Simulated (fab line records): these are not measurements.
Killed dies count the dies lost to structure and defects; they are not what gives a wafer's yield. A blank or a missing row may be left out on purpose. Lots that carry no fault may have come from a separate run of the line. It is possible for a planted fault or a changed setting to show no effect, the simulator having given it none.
fab line records ; flow nand_harc
record lots=6; wafers=18; last_day=35
route steps=1302 shown A_CHANNEL_HOLE_D1@484 A_CHANNEL_FILL_D1@490 END@1302
lots with no fault: from the same line, run without faults
start_h: the number of hours between the record's first day and the start of the first shown wafer of the lot ; wait_h: time in hours since the lot's previous step ; " unchanged from the row above ; L1.1+2: one row covering several wafers at once ; - no value, or no start given ; * or withheld: withheld ; < > ~ a bound
route shown NAME@n: NAME is a module with steps in the file, n the number in the route of the first one ; usual: mean/standard deviation of fault-free wafers ; same: alike in all rows ; chamber/n: place in a boat ; sites: per-site readings ; _std_site: standard deviation across them ; _edge_site: outer sites' mean less inner sites' ; radius_mm: how far each site lies from the wafer's centre ; mask NAME#n: copy n ; behind: tool/chamber where the wafer was last shaped ; hold: why the lot went on hold/how many hours it stayed there/how the hold came to an end ; device: names the non-switching transistor (n, p or np) ; end of line: at the end of the route, the tests of the same wafers ; a step with no rows: only its recipe ; killed: dies lost to structure and defects at the first sort, not the wafer's yield ; map: per-die view of a wafer (x killed, . not killed, _ where there is no die)
set.NAME: the run value of the setting; set.NAME@STEP: its run value at that earlier step ; model.NAME: the simulator's own value behind a step, which no gauge read
lots seen at some steps along the route; tables by step, rows by wafer
services: a tool's chamber out of use, with start hour (start_h, from the record's first day; less than 0 if before it), hours out, and reason
## steps
# step NHARC_A_CHANNEL_HOLE_D1_STRIP_27
# recipe o2_flow_sccm=500; ar_flow_sccm=0; bias_w=0; chemistry=O2
# usual drypump_motor_current_A=5.8/0.41; mfc_ar_sccm=0.011/0.013; oes_product_au=0.997/0.0092; rf_vpp_V=57.6/0.82; showerhead_plenum_p_Torr=3.47/0.12; throttle_valve_pct=17.035/0.0093
lot.wafer;tool;chamber;start_h;wait_h;drypump_motor_current_A;mfc_ar_sccm;oes_product_au;rf_hours_counter_h;rf_vpp_V;showerhead_plenum_p_Torr;throttle_valve_pct
L187.2;rie_diel-10;1;-;-;5.8;0.019;1.004;15;56.8;3.34;17.028
L187.4;rie_diel-10;2;-;-;5.1;0;1.003;13;55.9;3.40;17.025
L187.6;rie_diel-10;3;-;-;5.4;0.022;1.018;-;57.6;3.74;17.038
L189.3;rie_diel-12;1;-;-;5.7;0;0.986;1;57.7;3.47;17.028
L189.1;rie_diel-12;3;-;-;5.9;0;0.979;5;58.3;3.34;17.016
L189.6;rie_diel-12;1;-;-;5.7;0;0.996;-;57.0;3.47;17.029
L199.2;rie_diel-12;0;-;-;6.3;0.033;1.002;9;58.3;3.45;17.028
L199.4;rie_diel-12;1;-;-;5.7;0;0.999;5;59.2;3.47;17.032
L199.6;rie_diel-12;3;-;-;5.9;0;0.979;-;57.9;3.34;17.054
L200.2;rie_diel-12;0;-;-;6.3;0.033;1.003;9;56.0;3.45;17.056
L200.3;rie_diel-12;2;-;-;5.3;0.017;0.986;9;56.5;3.64;17.041
L200.4;rie_diel-12;3;-;-;5.9;0;0.985;9;57.6;3.34;17.019
L201.4;rie_diel-12;0;-;-;6.3;0.033;1.000;10;57.6;3.45;17.036
L201.2;rie_diel-12;1;-;-;5.7;0;0.992;7;58.2;3.47;17.042
L201.3;rie_diel-12;2;-;-;5.3;0.017;0.993;11;56.5;3.64;17.037
L206.4;rie_diel-10;1;-;-;5.8;0.019;0.998;1;56.9;3.32;17.042
L206.1;rie_diel-10;2;-;-;5.1;0;1.016;1;58.3;3.37;17.036
L206.5;rie_diel-10;2;-;-;5.1;0;1.020;-;56.9;3.37;17.031
# step NHARC_A_CHANNEL_HOLE_D1_PRECLEAN_28
# recipe time_s=*; temp_c=50; bath_age_min=0; chemistry=SC1
# step NHARC_A_CHANNEL_HOLE_D1_SRD_29
# step NHARC_A_CHANNEL_HOLE_D1_CD_MEAS_30
# usual cd_nm=89.4/1.1
lot.wafer;tool;chamber;start_h;wait_h;cd_nm
L187.2;cd_sem-03;-;285.84;-;90.2
L187.4;cd_sem-03;-;285.84;-;87.3
L187.6;cd_sem-03;-;285.84;-;89.1
L189.1;cd_sem-01;-;302.41;-;90.4
L189.3;cd_sem-01;-;302.41;-;88.4
L189.6;cd_sem-01;-;302.41;-;89.8
L199.2;cd_sem-01;-;344.70;-;89.1
L199.4;cd_sem-01;-;344.70;-;90.9
L199.6;cd_sem-01;-;344.70;-;90.6
L200.2;cd_sem-03;-;345.23;0.1;88.5
L200.3;cd_sem-03;-;345.23;0.1;89.1
L200.4;cd_sem-03;-;345.23;0.1;90.6
L201.2;cd_sem-02;-;373.49;-;88.3
L201.3;cd_sem-02;-;373.49;-;89.4
L201.4;cd_sem-02;-;373.49;-;89.7
L206.1;cd_sem-03;-;438.12;0.1;88.8
L206.4;cd_sem-03;-;438.12;0.1;91.1
L206.5;cd_sem-03;-;438.12;0.1;90.4
# step NHARC_A_CHANNEL_HOLE_D1_XSEM_31
# recipe landing_energy_ev=35000
# step NHARC_A_CHANNEL_HOLE_D1_INSPECT_40
# usual raw_defect_count=70/25
lot.wafer;tool;chamber;start_h;wait_h;raw_defect_count
L187.2;defect_inspect-01;-;286.03;-;77
L187.4;defect_inspect-01;-;286.03;-;95
L187.6;defect_inspect-01;-;286.03;-;83
L189.1;defect_inspect-02;-;302.60;-;95
L189.3;defect_inspect-02;-;302.60;-;103
L189.6;defect_inspect-02;-;302.60;-;120
L199.2;defect_inspect-02;-;344.88;-;39
L199.4;defect_inspect-02;-;344.88;-;49
L199.6;defect_inspect-02;-;344.88;-;53
L200.2;defect_inspect-02;-;345.42;-;97
L200.3;defect_inspect-02;-;345.42;-;124
L200.4;defect_inspect-02;-;345.42;-;68
L201.2;defect_inspect-02;-;373.68;-;52
L201.3;defect_inspect-02;-;373.68;-;67
L201.4;defect_inspect-02;-;373.68;-;74
L206.1;defect_inspect-02;-;438.31;-;44
L206.4;defect_inspect-02;-;438.31;-;52
L206.5;defect_inspect-02;-;438.31;-;25
# step NHARC_A_CHANNEL_FILL_D1_PRECLEAN_00
# recipe time_s=*; temp_c=50; bath_age_min=0; chemistry=SC1
# step NHARC_A_CHANNEL_FILL_D1_SRD_01
# step NHARC_A_CHANNEL_FILL_D1_ALD_02
# recipe target_thk_a=60; pulse_time_s=10; ald_cycles=60; temp_c=300; material=SiO2
# usual ald_cycles=60/0; heater_power_w=481/55; precursor_pulse_height_rel=0.997/0.02
lot.wafer;tool;chamber;start_h;wait_h;ald_cycles;heater_power_w;precursor_pulse_height_rel
L187.4;ald_hk-03;1;286.22;-;60;466;0.973
L187.2;ald_hk-03;2;286.22;-;60;495;1.010
L187.6;ald_hk-03;2;286.22;-;60;500;1.038
L189.1;ald_hk-03;3;302.79;-;60;589;1.012
L189.3;ald_hk-03;0;302.79;-;60;511;1.021
L189.6;ald_hk-03;0;302.79;-;60;521;1.011
L199.2;ald_hk-02;0;345.07;-;60;392;0.995
L199.4;ald_hk-02;3;345.07;-;60;481;0.959
L199.6;ald_hk-02;0;345.07;-;60;392;0.988
L200.2;ald_hk-02;1;345.68;-;60;502;0.972
L200.4;ald_hk-02;2;345.68;-;60;500;1.004
L200.3;ald_hk-02;3;345.68;-;60;465;1.009
L201.4;ald_hk-03;2;373.87;-;60;502;1.010
L201.2;ald_hk-03;0;373.87;-;60;529;1.006
L201.3;ald_hk-03;1;373.87;-;60;471;0.998
L206.1;ald_hk-03;1;438.50;-;60;496;1.030
L206.4;ald_hk-03;3;438.50;-;60;565;1.020
L206.5;ald_hk-03;2;438.50;-;60;528;1.003
# step NHARC_A_CHANNEL_FILL_D1_ALD_03
# recipe target_thk_a=60; pulse_time_s=60; ald_cycles=58; temp_c=630; pressure_torr=2; material=SiNx
# usual ald_cycles=58/0; precursor_pulse_height_rel=0.999/0.022
lot.wafer;tool;chamber;start_h;wait_h;ald_cycles;precursor_pulse_height_rel
L187.2;ald_sin_batch-03;0;-;-;58;1.001
L187.4;ald_sin_batch-03;0;-;-;58;1.039
L187.6;ald_sin_batch-03;0;-;-;58;0.999
L189.1;ald_sin_batch-03;0;-;-;58;0.968
L189.3;ald_sin_batch-03;0;-;-;58;1.008
L189.6;ald_sin_batch-03;0;-;-;58;0.983
L199.2;ald_sin_batch-03;0;-;-;58;1.036
L199.4;ald_sin_batch-03;0;-;-;58;1.008
L199.6;ald_sin_batch-03;0;-;-;58;0.969
L200.2;ald_sin_batch-03;0;-;-;58;1.025
L200.3;ald_sin_batch-03;0;-;-;58;1.020
L200.4;ald_sin_batch-03;0;-;-;58;0.971
L201.2;ald_sin_batch-02;0;-;-;58;1.013
L201.3;ald_sin_batch-02;0;-;-;58;1.013
L201.4;ald_sin_batch-02;0;-;-;58;0.996
L206.1;ald_sin_batch-03;0;-;-;58;1.006
L206.4;ald_sin_batch-03;0;-;-;58;0.984
L206.5;ald_sin_batch-03;0;-;-;58;0.978
# step NHARC_A_CHANNEL_FILL_D1_ALD_14
# recipe target_thk_a=25; pulse_time_s=10; ald_cycles=25; temp_c=300; material=SiO2
# usual ald_cycles=25/0; heater_power_w=498/55; precursor_pulse_height_rel=0.999/0.021
lot.wafer;tool;chamber;start_h;wait_h;ald_cycles;heater_power_w;precursor_pulse_height_rel
L187.4;ald_hk-03;1;293.32;0.1;25;470;1.007
L187.2;ald_hk-03;2;293.32;0.1;25;489;0.995
L187.6;ald_hk-03;3;293.32;0.1;25;602;1.005
L189.3;ald_hk-03;1;309.81;0.1;25;478;1.007
L189.1;ald_hk-03;2;309.81;0.1;25;490;0.987
L189.6;ald_hk-03;3;309.81;0.1;25;601;1.009
L199.4;ald_hk-04;0;352.18;0.1;25;484;1.010
L199.2;ald_hk-04;1;352.18;0.1;25;479;1.022
L199.6;ald_hk-04;3;352.18;0.1;25;377;1.009
L200.3;ald_hk-04;3;352.40;0.3;25;373;0.993
L200.2;ald_hk-04;0;352.40;0.3;25;467;1.020
L200.4;ald_hk-04;1;352.40;0.3;25;481;1.031
L201.2;ald_hk-02;1;380.93;0.0;25;512;0.959
L201.3;ald_hk-02;3;380.93;0.0;25;482;0.978
L201.4;ald_hk-02;0;380.93;0.0;25;400;0.972
L206.1;ald_hk-02;2;445.68;0.2;25;494;0.999
L206.4;ald_hk-02;3;445.68;0.2;25;486;0.961
L206.5;ald_hk-02;1;445.68;0.2;25;512;1.017
# step NHARC_A_CHANNEL_FILL_D1_ALD_15
# recipe target_thk_a=20; pulse_time_s=60; ald_cycles=19; temp_c=630; pressure_torr=2; material=SiNx
# usual ald_cycles=19/0; precursor_pulse_height_rel=1.000/0.021
lot.wafer;tool;chamber;start_h;wait_h;ald_cycles;precursor_pulse_height_rel
L187.2;ald_sin_batch-03;0;-;-;19;0.980
L187.4;ald_sin_batch-03;0;-;-;19;1.023
L187.6;ald_sin_batch-03;0;-;-;19;1.006
L189.1;ald_sin_batch-01;0;-;-;19;1.026
L189.3;ald_sin_batch-01;0;-;-;19;1.022
L189.6;ald_sin_batch-01;0;-;-;19;1.012
L199.2;ald_sin_batch-02;0;-;-;19;1.004
L199.4;ald_sin_batch-02;0;-;-;19;0.972
L199.6;ald_sin_batch-02;0;-;-;19;1.015
L200.2;ald_sin_batch-02;0;-;-;19;0.985
L200.3;ald_sin_batch-02;0;-;-;19;0.985
L200.4;ald_sin_batch-02;0;-;-;19;0.995
L201.2;ald_sin_batch-01;0;-;-;19;1.013
L201.3;ald_sin_batch-01;0;-;-;19;0.998
L201.4;ald_sin_batch-01;0;-;-;19;0.989
L206.1;ald_sin_batch-01;0;448.88;3.1;19;1.056
L206.4;ald_sin_batch-01;0;448.88;3.1;19;1.007
L206.5;ald_sin_batch-01;0;448.88;3.1;19;0.970
# step NHARC_A_CHANNEL_FILL_D1_ALD_16
# recipe target_thk_a=15; pulse_time_s=10; ald_cycles=15; temp_c=300; material=SiO2
# usual ald_cycles=15/0; heater_power_w=488/54; precursor_pulse_height_rel=0.999/0.022
lot.wafer;tool;chamber;start_h;wait_h;ald_cycles;heater_power_w;precursor_pulse_height_rel
L187.2;ald_hk-04;0;298.74;0.4;15;486;0.991
L187.4;ald_hk-04;1;298.74;0.4;15;479;0.974
L187.6;ald_hk-04;3;298.74;0.4;15;380;0.978
L189.3;ald_hk-03;1;314.98;0.1;15;463;0.999
L189.1;ald_hk-03;2;314.98;0.1;15;494;0.998
L189.6;ald_hk-03;3;314.98;0.1;15;598;1.046
L199.2;ald_hk-03;1;357.29;0.0;17;479;0.977
L199.4;ald_hk-03;3;357.29;0.0;15;600;0.971
L199.6;ald_hk-03;1;357.29;0.0;15;462;0.986
L200.2;ald_hk-03;0;357.45;0.2;17;511;1.027
L200.3;ald_hk-03;1;357.45;0.2;17;478;0.952
L200.4;ald_hk-03;3;357.45;0.2;15;605;0.955
L201.2;ald_hk-02;1;386.11;0.0;15;531;0.992
L201.4;ald_hk-02;2;386.11;0.0;15;501;0.989
L201.3;ald_hk-02;0;386.11;0.0;15;401;0.970
L206.4;ald_hk-04;1;450.95;0.0;15;459;1.025
L206.1;ald_hk-04;0;450.95;0.0;15;524;1.012
L206.5;ald_hk-04;2;450.95;0.0;15;461;1.015
# step NHARC_A_CHANNEL_FILL_D1_ANNEAL_17
# recipe temp_c=850; time_s=1800
# step NHARC_END_SORT_01
# recipe temp_c=25
# usual killed_at_array=54/18; killed_at_other=0.9/1.2; killed_at_periphery=4.4/2.9; killed_dies=59/18; killed_open=3.2/1.8; killed_short=2.6/1.8
# same gross_dies=677
lot.wafer;tool;chamber;start_h;wait_h;killed_at_array;killed_at_other;killed_at_periphery;killed_dies;killed_open;killed_short
L187.2;prober-02;0;673.01;2.8;61;0;2;63;3;1
L187.4;prober-02;0;674.61;3.4;44;0;2;46;0;3
L187.6;prober-02;0;676.21;4.0;53;0;2;55;2;3
L189.1;prober-02;0;690.34;2.5;56;0;14;70;5;3
L189.3;prober-02;0;691.92;3.1;63;1;9;73;4;7
L189.6;prober-02;0;694.30;4.0;68;2;12;82;3;5
L200.2;prober-02;0;744.61;2.8;61;0;8;69;4;0
L200.3;prober-02;0;745.41;3.1;74;0;3;77;5;0
L200.4;prober-02;0;746.22;3.4;64;0;7;71;1;2
L201.2;prober-01;0;752.34;2.8;60;1;4;65;4;1
L201.3;prober-01;0;753.14;3.1;60;3;1;64;0;3
L201.4;prober-01;0;753.94;3.4;62;2;6;70;4;5
# killed by level:class
L187.2 A_CHANNEL_HOLE_D1:chamber_film_flake=39 A_CHANNEL_HOLE_D2:chamber_film_flake=15 A_DECK1_JOINT:chamber_film_flake=2 A_CONTACT:chamber_film_flake=2 P_M0:geometric_particle:open=1 P_M1:geometric_particle:open=1 A_BLC:geometric_particle:open=1 A_BLC:geometric_particle:short=1
L187.4 A_CHANNEL_HOLE_D1:chamber_film_flake=22 A_CHANNEL_HOLE_D2:chamber_film_flake=16 A_M0:geometric_particle:short=2 A_DECK1_JOINT:geometric_particle:short=1 P_STI:chamber_film_flake=1 P_GATE:chamber_film_flake=1 A_DECK1_JOINT:chamber_film_flake=1 A_SLIT:chamber_film_flake=1
L187.6 A_CHANNEL_HOLE_D1:chamber_film_flake=38 A_CHANNEL_HOLE_D2:chamber_film_flake=8 A_SLIT:chamber_film_flake=2 A_SOURCE_PLATE:geometric_particle:short=1 A_ONON_D2:geometric_particle:open=1 A_ONON_D2:geometric_particle:short=1 A_SGD_CUT:geometric_particle:open=1 A_SGD_CUT:geometric_particle:short=1
L189.1 A_CHANNEL_HOLE_D1:chamber_film_flake=18 A_CHANNEL_HOLE_D2:chamber_film_flake=16 A_SLIT:chamber_film_flake=5 A_CONTACT:chamber_film_flake=5 P_M2:chamber_film_flake=4 P_STI:chamber_film_flake=3 P_M0:geometric_particle:open=2 P_ZERO_WELL:chamber_film_flake=2
L189.3 A_CHANNEL_HOLE_D2:chamber_film_flake=24 A_CHANNEL_HOLE_D1:chamber_film_flake=21 P_STI:chamber_film_flake=4 A_CHANNEL_FILL_D1:geometric_particle:short=3 A_WL_FILL:geometric_particle:open=2 P_ZERO_WELL:chamber_film_flake=2 P_M2:chamber_film_flake=2 A_SLIT:chamber_film_flake=2
L189.6 A_CHANNEL_HOLE_D1:chamber_film_flake=22 A_CHANNEL_HOLE_D2:chamber_film_flake=20 A_CONTACT:chamber_film_flake=9 P_STI:chamber_film_flake=6 P_M2:chamber_film_flake=5 A_WL_FILL:geometric_particle:short=3 A_SLIT:chamber_film_flake=3 A_BONDPAD:chamber_film_flake=3
L200.2 A_SLIT:chamber_film_flake=29 A_CHANNEL_HOLE_D1:chamber_film_flake=23 P_M1:chamber_film_flake=6 A_CHANNEL_FILL_D1:geometric_particle:open=2 A_STAIRCASE:chamber_film_flake=2 A_CONTACT:chamber_film_flake=2 A_CHANNEL_HOLE_D1:geometric_particle:open=1 A_CHANNEL_FILL_D2:geometric_particle:open=1
L200.3 A_SLIT:chamber_film_flake=33 A_CHANNEL_HOLE_D1:chamber_film_flake=24 A_CONTACT:chamber_film_flake=8 P_M1:chamber_film_flake=2 A_STAIRCASE:chamber_film_flake=2 P_M0:geometric_particle:open=1 A_CHANNEL_FILL_D1:geometric_particle:open=1 A_DECK1_JOINT:geometric_particle:open=1
L200.4 A_CHANNEL_HOLE_D1:chamber_film_flake=27 A_SLIT:chamber_film_flake=25 P_M1:chamber_film_flake=4 A_CONTACT:chamber_film_flake=4 A_STAIRCASE:chamber_film_flake=3 P_STI:chamber_film_flake=2 P_STI:geometric_particle:short=1 A_ONON_D2:geometric_particle:open=1
L201.2 A_CHANNEL_HOLE_D2:chamber_film_flake=26 A_CHANNEL_HOLE_D1:chamber_film_flake=9 A_STAIRCASE:chamber_film_flake=6 A_SLIT:chamber_film_flake=6 A_CONTACT:chamber_film_flake=5 A_WL_FILL:chamber_film_flake=2 P_M0:geometric_particle:open=1 A_ONON_D1:geometric_particle:open=1
L201.3 A_CHANNEL_HOLE_D2:chamber_film_flake=26 A_CHANNEL_HOLE_D1:chamber_film_flake=9 A_SLIT:chamber_film_flake=6 A_CONTACT:chamber_film_flake=6 A_STAIRCASE:chamber_film_flake=4 A_WL_FILL:chamber_film_flake=2 A_BONDPAD:chamber_film_flake=2 THIN_TSV:chamber_film_flake=2
L201.4 A_CHANNEL_HOLE_D2:chamber_film_flake=26 A_CHANNEL_HOLE_D1:chamber_film_flake=13 A_CONTACT:chamber_film_flake=9 A_SLIT:chamber_film_flake=4 P_CONTACT:geometric_particle:short=2 P_STI:chamber_film_flake=2 THIN_TSV:chamber_film_flake=2 P_CONTACT:geometric_particle:open=1
## services
tool;chamber;start_h;hours;kind
ald_sin_batch-02;-;266.73;26.0;pm
rie_diel-12;-;268.80;9.0;pm
rie_diel-12;1;283.26;15.4;repair
rie_diel-10;1;313.38;2.9;repair
rie_diel-10;3;330.29;16.7;repair
ald_hk-02;0;351.00;10.0;vent_cycle
ald_hk-02;1;351.00;10.0;vent_cycle
ald_hk-02;0;361.00;-;clean
ald_hk-03;-;365.91;0.6;repair
rie_diel-10;1;382.42;5.0;repair
rie_diel-12;-;390.52;0.5;repair
ald_hk-03;-;392.56;10.0;pm
ald_hk-03;0;392.56;10.0;vent_cycle
ald_hk-03;1;392.56;10.0;vent_cycle
ald_hk-03;2;392.56;10.0;vent_cycle
ald_hk-03;3;392.56;10.0;vent_cycle
ald_hk-03;0;402.56;-;clean
ald_hk-03;1;402.56;-;clean
ald_hk-03;2;402.56;-;clean
ald_hk-03;3;402.56;-;clean
rie_diel-10;0;406.59;3.3;repair
rie_diel-10;-;419.56;9.0;pm
ald_hk-04;-;432.49;10.0;pm
rie_diel-12;-;446.03;9.0;pm
## key
first_sign step=NHARC_A_CHANNEL_FILL_D1_ALD_16; reading=ald_cycles; direction=up; sigmas=99+; usual=15; struck=17
effect none on later readings
met_at NHARC_A_CHANNEL_FILL_D1_ALD_16
struck_wafers L199.2,L200.2,L200.3
tester_left_out L199,L200
onset_between 314.98 357.29
fault kind=process_parameter_drift; tool=ald_hk-03; chamber=-; onset_h=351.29; steps=NHARC_A_CHANNEL_FILL_D1_ALD_16; channel=ald_cycles; offset=2; shape=step; end_h=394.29; scope=struck_wafers_only; acts_in=these_recipes_only; stated=15
# tester_left_out: of these lots the tester's yield and bins aren't shown, on N5 and GAA mostly nor the transistor test; their killed dies are dies lost to structure and defects alone, not to doping, threshold or leakage, so they don't give the yield
